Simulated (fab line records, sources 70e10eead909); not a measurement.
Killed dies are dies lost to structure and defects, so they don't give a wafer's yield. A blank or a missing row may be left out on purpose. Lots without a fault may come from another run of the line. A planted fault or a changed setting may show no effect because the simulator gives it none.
Chamber matching | flow nand_harc | NHARC_P_GATE_STRIP_101 on rie_diel-06: 4 sister chambers
The step strips in O2, time 20 s. 24 wafers are shown with their chamber, then 12 later ones without.

WAFERS WITH THEIR CHAMBER
wafer  | chamber | showerhead_plenum_p_Torr (Torr) | drypump_motor_current_A (A) | rf_vpp_V (V)
L075.2 | 1       | 3.60                            | 6.7                         | 58.0
L075.4 | 3       | 3.67                            | 6.0                         | 57.8
L075.6 | 0       | 3.65                            | 5.5                         | 58.9
L079.1 | 1       | 3.60                            | 6.7                         | 57.1
L079.3 | 3       | 3.67                            | 6.1                         | 57.1
L079.5 | 3       | 3.67                            | 6.0                         | 58.3
L083.2 | 3       | 3.67                            | 6.0                         | 57.4
L083.3 | 1       | 3.60                            | 6.7                         | 59.0
L083.6 | 0       | 3.64                            | 5.6                         | 58.4
L084.1 | 2       | 3.41                            | 5.8                         | 56.4
L084.5 | 2       | 3.41                            | 5.8                         | 56.3
L084.6 | 3       | 3.66                            | 6.0                         | 57.9
L087.1 | 1       | 3.60                            | 6.7                         | 58.8
L087.5 | 3       | 3.66                            | 6.0                         | 57.4
L087.6 | 2       | 3.41                            | 5.8                         | 57.4
L089.2 | 1       | 3.60                            | 6.7                         | 58.4
L089.4 | 2       | 3.41                            | 5.8                         | 57.5
L089.5 | 0       | 3.64                            | 5.5                         | 58.6
L091.1 | 3       | 3.66                            | 6.0                         | 57.6
L091.4 | 2       | 3.40                            | 5.8                         | 57.3
L091.5 | 0       | 3.64                            | 5.6                         | 57.3
L092.1 | 0       | 3.64                            | 5.5                         | 58.1
L092.2 | 2       | 3.40                            | 5.8                         | 58.2
L092.4 | 1       | 3.60                            | 6.7                         | 57.6

SIGNATURES (means of the wafers above)
reading                  | chamber 0 | chamber 1 | chamber 2 | chamber 3 | scatter within a chamber
showerhead_plenum_p_Torr | 3.6420    | 3.6000    | 3.4067    | 3.6657    | 0.00439
drypump_motor_current_A  | 5.540     | 6.700     | 5.800     | 6.014     | 0.0321
rf_vpp_V                 | 58.260    | 58.150    | 57.183    | 57.643    | 0.619
Rule: a wafer's distance from a chamber is the root of the sum, over the readings, of the square of ((its reading less the chamber's mean) divided by the reading's scatter). The wafer belongs to the nearest chamber; if the next one is less than 2 further off, it can't be placed. The scatter: the root of (the sum of the squares of (reading less its chamber's mean) over the shown wafers, divided by (wafers less chambers)).

WAFERS WITHOUT THEIR CHAMBER
wafer  | showerhead_plenum_p_Torr (Torr) | drypump_motor_current_A (A) | rf_vpp_V (V)
L093.2 | 3.60                            | 6.7                         | 56.0
L093.4 | 3.40                            | 5.8                         | 56.3
L093.6 | 3.66                            | 6.0                         | 57.0
L094.2 | 3.66                            | 6.0                         | 58.1
L094.3 | 3.60                            | 6.7                         | 57.2
L094.5 | 3.40                            | 5.8                         | 58.8
L095.3 | 3.66                            | 6.0                         | 57.8
L095.4 | 3.64                            | 5.5                         | 58.1
L095.5 | 3.40                            | 5.8                         | 55.7
L096.2 | 3.59                            | 6.7                         | 57.9
L096.3 | 3.66                            | 6.0                         | 57.2
L096.5 | 3.66                            | 6.0                         | 59.6

WHICH CHAMBER EACH WENT THROUGH
wafer  | from the rows above | in truth
L093.2 | 1                   | 1
L093.4 | 2                   | 2
L093.6 | 3                   | 3
L094.2 | 3                   | 3
L094.3 | 1                   | 1
L094.5 | 2                   | 2
L095.3 | 3                   | 3
L095.4 | 0                   | 0
L095.5 | 2                   | 2
L096.2 | 1                   | 1
L096.3 | 3                   | 3
L096.5 | 3                   | 3
Placed correctly: 12 of 12. Can't be placed from these rows: 0. Placed wrongly: 0.
